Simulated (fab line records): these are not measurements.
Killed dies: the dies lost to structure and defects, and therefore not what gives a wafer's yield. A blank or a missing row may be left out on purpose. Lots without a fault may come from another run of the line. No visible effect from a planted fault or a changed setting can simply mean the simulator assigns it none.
Chamber matching :: flow nand_harc :: NHARC_A_CHANNEL_FILL_D1_ALD_25 on ald_hk-04 has 4 sister chambers
The step deposits SiOx, target thk 60 nm, pulse time 10 s, ald cycles 600. 4 wafers are shown with their chamber, then 8 later ones without.

== EACH WAFER AND ITS CHAMBER ==
wafer: L081.2
chamber: 0
heater_power_w (W): 429

wafer: L088.4
chamber: 1
heater_power_w (W): 456

wafer: L088.5
chamber: 2
heater_power_w (W): 438

wafer: L089.1
chamber: 3
heater_power_w (W): 506

== WAFERS MISSING THEIR CHAMBER ==
wafer: L089.5
heater_power_w (W): 489

wafer: L089.6
heater_power_w (W): 422

wafer: L092.1
heater_power_w (W): 434

wafer: L092.5
heater_power_w (W): 424

wafer: L092.6
heater_power_w (W): 475

wafer: L096.1
heater_power_w (W): 436

wafer: L096.2
heater_power_w (W): 424

wafer: L096.4
heater_power_w (W): 447

== CHAMBER TAKEN BY EACH ==
wafer: L089.5
from the rows above: can't be placed: 3 or 1
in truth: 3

wafer: L089.6
from the rows above: can't be placed: 0 or 2
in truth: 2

wafer: L092.1
from the rows above: can't be placed: 2 or 0 or 1
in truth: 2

wafer: L092.5
from the rows above: can't be placed: 0 or 2
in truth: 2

wafer: L092.6
from the rows above: can't be placed: 1 or 3 or 2
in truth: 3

wafer: L096.1
from the rows above: can't be placed: 2 or 0 or 1
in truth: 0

wafer: L096.2
from the rows above: can't be placed: 0 or 2
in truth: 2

wafer: L096.4
from the rows above: can't be placed: 1 or 2 or 0
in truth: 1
0 of 8 placed correctly. Can't be placed from these rows: 8 (the true chamber is among the candidates in 8). Placed wrongly: 0.
How it was worked out, from the rows above alone: a wafer's distance from a chamber is the root of the sum, over the readings, of the square of ((its reading less the chamber's mean) divided by the reading's scatter). If the next closest chamber is less than 2 further off than the closest, the wafer can't be placed; otherwise it belongs to the closest. Each chamber's mean is taken over the wafers shown for it. The scatter: root of mean squared gap, hidden wafer to nearest shown wafer, with one shown wafer a chamber.
